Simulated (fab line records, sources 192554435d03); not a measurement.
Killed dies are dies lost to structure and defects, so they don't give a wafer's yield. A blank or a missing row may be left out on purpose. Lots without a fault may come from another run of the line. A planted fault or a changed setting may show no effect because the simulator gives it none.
A struck lot beside a sound one | flow n5_finfet | 15 steps out of a route of 1938
Sound: wafers L629.1, L629.3, L629.4. Struck: wafers L639.1, L639.2, L639.4. The cause comes at the end.
At each step with rows: each side's tool, then ch and its chambers, then its first start. Under that, the readings that differ: sound wafers | struck wafers | difference of the means | sigmas: that difference in standard deviations of wafers without a fault.
alike: readings whose means differ by less than 2 such deviations, and words and numbers that are the same on both sides. not compared: withheld readings, readings that some wafer has no value for, bounds like >300 that may hide the same value, and numbers for which the record gives no deviation and whose values overlap.
The two part at a step that has a row with sigmas, a row that says differs or no value, or rows on one side only. Numbers that don't overlap but have no deviation are shown without sigmas and don't part them. A reading that every wafer of one side lacks parts them only if that side has two wafers or more.

first, 7 steps without rows for these wafers: N5_BEOL_M11_COAT_60 (time 60 s, resist thk 30 nm); N5_BEOL_M11_COAT_05 (resist thk 90 nm); N5_BEOL_M11_EBR_07; N5_BEOL_M11_SOFTBAKE_06 (time 60 s); N5_BEOL_M11_EXPOSE_08 (exposes mask M11); N5_BEOL_M11_PEB_09 (peb time 60 s); N5_BEOL_M11_DEVELOP_10 (develop time 30 s).
N5_BEOL_M11_CD_MEAS_11: target cd 64.1 nm.
  sound on cd_sem-02 ch 0, day 10 09:27; struck on cd_sem-01 ch 0, day 12 13:52
  alike: cd_nm
N5_BEOL_M11_OVL_MEAS_12:
  sound on overlay-01 ch 0, day 10 09:29; struck on overlay-01 ch 0, day 12 13:53
  reading      | sound       | struck         | difference | sigmas
  M11_OVL (nm) | 1.6 0.6 0.9 | -1.2 -1.0 -0.5 | -1.9       | -2
N5_BEOL_M11_INSPECT_13: inspects for defects (brightfield).
  sound on defect_inspect-02, day 10 09:30; struck on defect_inspect-02, day 12 13:55
  alike: raw_defect_count
N5_BEOL_M11_DESCUM_16: chemistry O2, time 7.9 s.
  sound on rie_diel-03 ch 1,2,3, day 10 09:46; struck on rie_diel-03 ch 1,3, day 12 13:57
  alike: bias_power_w, drypump_motor_current_A, oes_product_au, rf_vpp_V, showerhead_plenum_p_Torr, throttle_valve_pct
  not compared: rf_hours_counter_h
N5_BEOL_M11_ETCH_61: etches SiARC in CF4, target depth 39 nm, time 65 s.
  sound on rie_diel-03 ch 1,2,3, day 10 09:47; struck on rie_diel-03 ch 1,3, day 12 13:59
  alike: bias_w, drypump_motor_current_A, etch_rf_on_time_s, oes_product_au, rf_vpp_V, showerhead_plenum_p_Torr, throttle_valve_pct
  not compared: rf_hours_counter_h
N5_BEOL_M11_ETCH_62: etches SOC in N2/H2, target depth 110 nm, overetch 22 nm, time 165 s.
  sound on rie_diel-03 ch 1,2,3, day 10 09:50; struck on rie_diel-03 ch 1,3, day 12 14:02
  reading                                     | sound             | struck            | difference | sigmas
  bias_w (W)                                  | 150.4 150.2 150.0 | 158.0 157.6 157.0 | +7.3       | +16
  rf_vpp_V (V)                                | 527 526 519       | 543 535 535       | +14        | +4
  model.SiARC_of_BEOL_M11_COAT_60.thk_nm (nm) | 23.6 23.6 23.6    | 23.2 23 23.2      | -0.5       |
  alike: drypump_motor_current_A, oes_product_au, showerhead_plenum_p_Torr, throttle_valve_pct
  not compared: rf_hours_counter_h
then, 1 step without rows for these wafers: N5_BEOL_M11_STRIP_68 (strips in N2/H2).
N5_PASSIVATION_PROBE_49:
  the record has rows for the sound wafers here (prober-02, day 12 10:52) and none for the struck ones

WHERE THEY PART
First at N5_BEOL_M11_OVL_MEAS_12; last, within this record, at N5_PASSIVATION_PROBE_49.

WHY: what the simulator had put in
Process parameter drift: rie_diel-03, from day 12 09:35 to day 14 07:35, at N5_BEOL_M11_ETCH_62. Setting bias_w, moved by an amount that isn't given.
